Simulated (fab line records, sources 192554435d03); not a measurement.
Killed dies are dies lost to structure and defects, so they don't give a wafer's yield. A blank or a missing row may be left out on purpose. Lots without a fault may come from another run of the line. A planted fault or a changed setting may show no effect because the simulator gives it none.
Which tool did it? | flow n5_finfet | 24 lots, 72 wafers sampled, at 6 steps of a route of 1938

WHAT THE GAUGES READ, wafer by wafer
N5_FIN_CUT_INSPECT_10: inspects for defects (brightfield). Usual: raw_defect_count 44, standard deviation 13.
lot  | measured    | on                | raw_defect_count | flag
L074 | day 2 03:08 | defect_inspect-02 | 42 35 48         |
L075 | day 2 09:08 | defect_inspect-01 | 62 47 72         |
L076 | day 2 15:08 | defect_inspect-02 | 40 67 39         |
L077 | day 2 21:26 | defect_inspect-01 | 50 38 56         |
L078 | day 3 02:25 | defect_inspect-01 | 33 46 33         |
L079 | day 3 09:05 | defect_inspect-01 | 40 54 53         |
L080 | day 3 16:35 | defect_inspect-01 | 36 44 38         |
L081 | day 3 20:55 | defect_inspect-02 | 34 20 38         |
L082 | day 4 02:35 | defect_inspect-02 | 38 32 43         |
L083 | day 4 11:05 | defect_inspect-01 | 57 41 34         |
L084 | day 4 14:56 | defect_inspect-02 | 33 50 41         |
L085 | day 4 23:43 | defect_inspect-02 | 46 46 26         |
L086 | day 5 04:01 | defect_inspect-02 | 41 30 41         |
L087 | day 5 09:04 | defect_inspect-02 | 30 31 40         |
L088 | day 5 16:00 | defect_inspect-01 | 40 40 37         |
L089 | day 5 21:19 | defect_inspect-01 | 78 56 63         |
L090 | day 6 06:58 | defect_inspect-01 | 69 53 74         |
L091 | day 6 09:36 | defect_inspect-02 | 35 70 37         |
L092 | day 6 15:37 | defect_inspect-02 | 41 37 37         |
L093 | day 6 20:47 | defect_inspect-02 | 34 35 35         |
L094 | day 7 04:33 | defect_inspect-01 | 74 56 30         |
L095 | day 7 09:31 | defect_inspect-01 | 48 58 38         |
L096 | day 7 15:32 | defect_inspect-01 | 40 55 39         |
L097 | day 7 20:40 | defect_inspect-02 | 69 41 37         |

N5_DUMMY_GATE_OVL_MEAS_16. Usual: GATE_OVL 0.6 nm, standard deviation 0.73.
lot  | measured    | on         | GATE_OVL (nm)  | flag
L074 | day 2 22:37 | overlay-02 | 0.8 0.7 1.2    |
L075 | day 3 03:33 | overlay-01 | 0.8 -0.1 0.9   |
L076 | day 3 10:08 | overlay-02 | 1.4 0.3 1.1    |
L077 | day 3 16:05 | overlay-01 | 2.2 0.7 1.9    |
L078 | day 3 22:18 | overlay-02 | -0.2 -0.2 -0.6 |
L079 | day 4 05:07 | overlay-01 | -0.7 -0.4 -0.5 |
L080 | day 4 12:13 | overlay-01 | 0.7 1.0 0.7    |
L081 | day 4 15:18 | overlay-01 | 1.1 1.5 1.3    |
L082 | day 4 21:12 | overlay-02 | 0.5 0.5 0.0    |
L083 | day 5 05:31 | overlay-02 | 1.3 1.6 1.2    |
L084 | day 5 09:23 | overlay-01 | 0.2 0.3 -0.8   |
L085 | day 5 19:17 | overlay-02 | 1.6 1.6 0.6    |
L086 | day 5 23:06 | overlay-02 | 1.4 -0.3 1.1   |
L087 | day 6 06:40 | overlay-01 | 1.9 1.4 1.9    |
L088 | day 6 11:52 | overlay-02 | -0.4 -0.1 0.0  |
L089 | day 6 16:07 | overlay-02 | 1.4 0.2 1.4    |
L090 | day 7 01:13 | overlay-02 | 1.2 0.6 0.7    |
L091 | day 7 05:21 | overlay-02 | 0.8 1.2 0.1    |
L092 | day 7 10:26 | overlay-01 | 0.7 -0.7 0.3   |
L093 | day 7 15:02 | overlay-02 | 0.1 1.2 1.1    |
L094 | day 7 23:05 | overlay-01 | 1.4 0.1 -0.4   |
L095 | day 8 04:11 | overlay-01 | 0.7 1.0 0.2    |
L096 | day 8 09:52 | overlay-01 | -0.4 -0.7 -0.6 |
L097 | day 8 15:29 | overlay-02 | 0.6 -0.4 0.7   |

N5_SD_EPI_N_OVL_MEAS_10. Usual: SD_N_BLK_OVL 0.6 nm, standard deviation 0.71.
lot  | measured    | on         | SD_N_BLK_OVL (nm) | flag
L074 | day 3 01:08 | overlay-01 | 0.2 0.7 0.3       |
L075 | day 3 05:54 | overlay-02 | 2.3 1.6 1.2       |
L076 | day 3 12:49 | overlay-01 | -0.6 -0.2 -0.4    |
L077 | day 3 18:14 | overlay-01 | -0.1 -0.3 -0.5    |
L078 | day 4 00:44 | overlay-02 | 0.8 0.8 0.8       |
L079 | day 4 07:40 | overlay-01 | 0.0 1.5 0.9       |
L080 | day 4 14:51 | overlay-01 | 1.3 0.9 1.0       |
L081 | day 4 17:47 | overlay-01 | 0.8 0.8 0.5       |
L082 | day 5 01:18 | overlay-02 | 1.8 0.6 0.0       |
L083 | day 5 07:53 | overlay-01 | 1.1 0.4 -0.2      |
L084 | day 5 11:41 | overlay-02 | -0.3 0.2 0.0      |
L085 | day 5 21:26 | overlay-01 | 0.0 0.7 1.1       |
L086 | day 6 01:16 | overlay-02 | 1.2 0.4 1.6       |
L087 | day 6 09:16 | overlay-01 | 1.0 2.3 1.3       |
L088 | day 6 14:08 | overlay-01 | -0.7 0.6 -0.1     |
L089 | day 6 18:16 | overlay-01 | -0.1 0.6 0.5      |
L090 | day 7 03:52 | overlay-02 | 0.3 0.8 0.1       |
L091 | day 7 07:46 | overlay-01 | 0.9 -0.4 -0.3     |
L092 | day 7 15:13 | overlay-02 | 0.9 0.8 0.2       |
L093 | day 7 17:19 | overlay-01 | 0.8 1.0 0.9       |
L094 | day 8 01:31 | overlay-02 | -0.2 0.8 0.9      |
L095 | day 8 07:08 | overlay-02 | 0.3 1.2 -0.2      |
L096 | day 8 14:25 | overlay-02 | 1.5 -0.4 0.6      |
L097 | day 8 18:05 | overlay-01 | 1.7 1.8 0.4       |

WHICH TOOL RAN EACH LOT (tool, then ch and the chambers of the sampled wafers, then the start)
lot  | N5_FIN_CUT_CUT_ETCH_28          | N5_STI_FIN_REVEAL_ALD_14         | N5_SPACER0_ALD_08
L074 | rie_si-04 ch 0,1,3, day 2 03:55 | ald_sin-02 ch 0,3, day 2 04:14   | ald_sin-02 ch 1,2, day 3 00:32
L075 | rie_si-04 ch 1,3, day 2 09:54   | ald_sin-02 ch 2,3, day 2 10:13   | ald_sin-02 ch 2,3, day 3 05:19
L076 | rie_si-01 ch 1,3, day 2 15:50   | ald_sin-03 ch 0,2, day 2 16:13   | ald_sin-02 ch 1,2,3, day 3 12:22
L077 | rie_si-01 ch 1,2, day 2 22:09   | ald_sin-02 ch 0,2,3, day 2 22:46 | ald_sin-02 ch 0,1, day 3 17:46
L078 | rie_si-01 ch 1,2,3, day 3 03:08 | ald_sin-01 ch 0,1,3, day 3 03:27 | ald_sin-01 ch 0,1,2, day 4 00:09
L079 | rie_si-01 ch 0,2,3, day 3 10:01 | ald_sin-01 ch 2,3, day 3 11:06   | ald_sin-04 ch 0,1,2, day 4 07:04
L080 | rie_si-04 ch 1,3, day 3 17:19   | ald_sin-01 ch 0,1, day 3 17:46   | ald_sin-04 ch 1,3, day 4 14:23
L081 | rie_si-04 ch 0,2, day 3 21:38   | ald_sin-01 ch 2,3, day 3 21:57   | ald_sin-04 ch 0,1,2, day 4 17:20
L082 | rie_si-01 ch 0,2,3, day 4 03:18 | ald_sin-02 ch 0,1,2, day 4 03:48 | ald_sin-01 ch 0,1,2, day 5 00:41
L083 | rie_si-01 ch 0,1,2, day 4 11:49 | ald_sin-02 ch 0,1,3, day 4 12:07 | ald_sin-01 ch 0,1, day 5 07:19
L084 | rie_si-06 ch 1,3, day 4 15:39   | ald_sin-01 ch 0,2,3, day 4 16:01 | ald_sin-04 ch 2,3, day 5 11:13
L085 | rie_si-06 ch 1,2,3, day 5 00:26 | ald_sin-01 ch 2,3, day 5 00:52   | ald_sin-02 ch 0,2, day 5 20:58
L086 | rie_si-04 ch 0,1,2, day 5 04:46 | ald_sin-01 ch 0,2, day 5 05:58   | ald_sin-02 ch 0,2,3, day 6 00:48
L087 | rie_si-01 ch 0,1,3, day 5 09:48 | ald_sin-02 ch 0,3, day 5 11:19   | ald_sin-01 ch 2,3, day 6 08:48
L088 | rie_si-06 ch 1,2,3, day 5 16:44 | ald_sin-03 ch 0,2, day 5 17:31   | ald_sin-01 ch 1,2, day 6 13:33
L089 | rie_si-06 ch 1,2,3, day 5 22:02 | ald_sin-03 ch 0,2,3, day 5 22:57 | ald_sin-02 ch 0,2,3, day 6 17:48
L090 | rie_si-06 ch 1,3, day 6 07:41   | ald_sin-03 ch 0,2,3, day 6 08:00 | ald_sin-02 ch 0,3, day 7 03:16
L091 | rie_si-06 ch 0,1,2, day 6 10:44 | ald_sin-01 ch 2,3, day 6 11:02   | ald_sin-02 ch 0,2,3, day 7 07:10
L092 | rie_si-06 ch 1,2,3, day 6 16:23 | ald_sin-02 ch 2,3, day 6 17:05   | ald_sin-02 ch 0,2, day 7 14:46
L093 | rie_si-06 ch 0,2, day 6 21:31   | ald_sin-02 ch 0,2,3, day 6 21:49 | ald_sin-02 ch 0,1, day 7 16:44
L094 | rie_si-01 ch 0,2,3, day 7 05:23 | ald_sin-03 ch 0,1, day 7 05:50   | ald_sin-01 ch 0,1,3, day 8 01:04
L095 | rie_si-01 ch 0,3, day 7 10:17   | ald_sin-02 ch 0,1,3, day 7 11:04 | ald_sin-02 ch 1,3, day 8 06:40
L096 | rie_si-01 ch 0,1,2, day 7 16:16 | ald_sin-03 ch 0,1,2, day 7 16:35 | ald_sin-02 ch 0,1,3, day 8 13:56
L097 | rie_si-06 ch 0,2,3, day 7 21:23 | ald_sin-01 ch 1,2, day 7 22:00   | ald_sin-02 ch 0,1,3, day 8 17:38
- N5_FIN_CUT_CUT_ETCH_28: etches Si in HBr/Cl2/O2, target depth 6 nm, time 2.4 s.
- N5_STI_FIN_REVEAL_ALD_14: deposits Si3N4, target thk 3 nm.
- N5_SPACER0_ALD_08: deposits SiNx, target thk 2 nm.

WHAT THE TOOLS THEMSELVES READ (means of the sampled wafers that have a number; where no wafer has one, the mark that the record gives instead)
N5_FIN_CUT_CUT_ETCH_28. Usual: drypump_motor_current_A 5.6 A, standard deviation 0.36; he_backside_leak_sccm 2.7 sccm, standard deviation 0.34; oes_product_au 0.997 a.u., standard deviation 0.014; throttle_valve_pct 37.1 %, standard deviation 0.31.
lot  | tool      | drypump_motor_current_A (A) | he_backside_leak_sccm (sccm) | oes_product_au (a.u.) | throttle_valve_pct (%) | flag
L074 | rie_si-04 | 5.4                         | 2.6                          | 1.009                 | 37.2                   |
L075 | rie_si-04 | 5.5                         | 2.7                          | 1.013                 | 37.3                   |
L076 | rie_si-01 | 5.6                         | 2.7                          | 0.999                 | 37.0                   |
L077 | rie_si-01 | 5.6                         | 2.8                          | 1.002                 | 37.1                   |
L078 | rie_si-01 | 5.7                         | 2.8                          | 1.000                 | 36.9                   |
L079 | rie_si-01 | 5.9                         | 2.7                          | 0.986                 | 37.1                   |
L080 | rie_si-04 | 5.6                         | 2.7                          | 1.028                 | 37.2                   |
L081 | rie_si-04 | 5.1                         | 2.3                          | 0.995                 | 37.1                   |
L082 | rie_si-01 | 5.9                         | 2.8                          | 0.992                 | 37.1                   |
L083 | rie_si-01 | 5.9                         | 3.0                          | 0.992                 | 37.2                   |
L084 | rie_si-06 | 5.8                         | 2.6                          | 0.996                 | 37.1                   |
L085 | rie_si-06 | 5.7                         | 2.7                          | 0.997                 | 37.0                   |
L086 | rie_si-04 | 5.4                         | 2.4                          | 1.012                 | 37.1                   |
L087 | rie_si-01 | 5.8                         | 2.8                          | 0.995                 | 37.1                   |
L088 | rie_si-06 | 5.7                         | 2.7                          | 0.994                 | 37.0                   |
L089 | rie_si-06 | 5.7                         | 2.7                          | 0.994                 | 37.0                   |
L090 | rie_si-06 | 5.8                         | 2.7                          | 0.995                 | 37.1                   |
L091 | rie_si-06 | 5.3                         | 2.7                          | 0.997                 | 37.4                   |
L092 | rie_si-06 | 5.7                         | 2.7                          | 0.997                 | 37.0                   |
L093 | rie_si-06 | 5.3                         | 2.9                          | 0.988                 | 37.3                   |
L094 | rie_si-01 | 5.9                         | 2.6                          | 0.987                 | 37.1                   |
L095 | rie_si-01 | 5.9                         | 2.6                          | 0.984                 | 37.0                   |
L096 | rie_si-01 | 5.8                         | 2.7                          | 0.989                 | 37.2                   |
L097 | rie_si-06 | 5.6                         | 2.9                          | 0.993                 | 37.2                   |

N5_STI_FIN_REVEAL_ALD_14. Usual: heater_power_w 866 W, standard deviation 91.
lot  | tool       | heater_power_w (W) | flag
L074 | ald_sin-02 | 923                |
L075 | ald_sin-02 | 915                |
L076 | ald_sin-03 | 825                |
L077 | ald_sin-02 | 890                |
L078 | ald_sin-01 | 830                |
L079 | ald_sin-01 | 921                |
L080 | ald_sin-01 | 825                |
L081 | ald_sin-01 | 945                |
L082 | ald_sin-02 | 812                |
L083 | ald_sin-02 | 849                |
L084 | ald_sin-01 | 911                |
L085 | ald_sin-01 | 890                |
L086 | ald_sin-01 | 962                |
L087 | ald_sin-02 | 902                |
L088 | ald_sin-03 | 808                |
L089 | ald_sin-03 | 857                |
L090 | ald_sin-03 | 854                |
L091 | ald_sin-01 | 887                |
L092 | ald_sin-02 | 907                |
L093 | ald_sin-02 | 872                |
L094 | ald_sin-03 | 910                |
L095 | ald_sin-02 | 828                |
L096 | ald_sin-03 | 901                |
L097 | ald_sin-01 | 854                |

N5_SPACER0_ALD_08. Usual: heater_power_w 863 W, standard deviation 97.
lot  | tool       | heater_power_w (W) | flag
L074 | ald_sin-02 | 763                |
L075 | ald_sin-02 | 916                |
L076 | ald_sin-02 | 840                |
L077 | ald_sin-02 | 816                |
L078 | ald_sin-01 | 899                |
L079 | ald_sin-04 | 900                |
L080 | ald_sin-04 | 1020               |
L081 | ald_sin-04 | 883                |
L082 | ald_sin-01 | 874                |
L083 | ald_sin-01 | 833                |
L084 | ald_sin-04 | 992                |
L085 | ald_sin-02 | 832                |
L086 | ald_sin-02 | 863                |
L087 | ald_sin-01 | 945                |
L088 | ald_sin-01 | 869                |
L089 | ald_sin-02 | 870                |
L090 | ald_sin-02 | 852                |
L091 | ald_sin-02 | 858                |
L092 | ald_sin-02 | 832                |
L093 | ald_sin-02 | 769                |
L094 | ald_sin-01 | 841                |
L095 | ald_sin-02 | 789                |
L096 | ald_sin-02 | 825                |
L097 | ald_sin-02 | 826                |

THE ANSWER, worked out from the rows above alone
Rule: a lot is off if the mean of its wafers that have a number lies more than 3 standard deviations from the usual mean. A lot without any number at a reading at which 4 lots or more have one is off too. The other lots that the step has rows for count as sound. The gauges are gone through in route order, then the tools' own readings, and for those a lot's mean is taken as printed above. The first step at which some lot is off is used, and at that step the reading that is off furthest; a lot without a number counts as furthest.
No lot is off at any reading shown: from this, nothing can be told.

WHAT THE SIMULATOR HAD PUT IN
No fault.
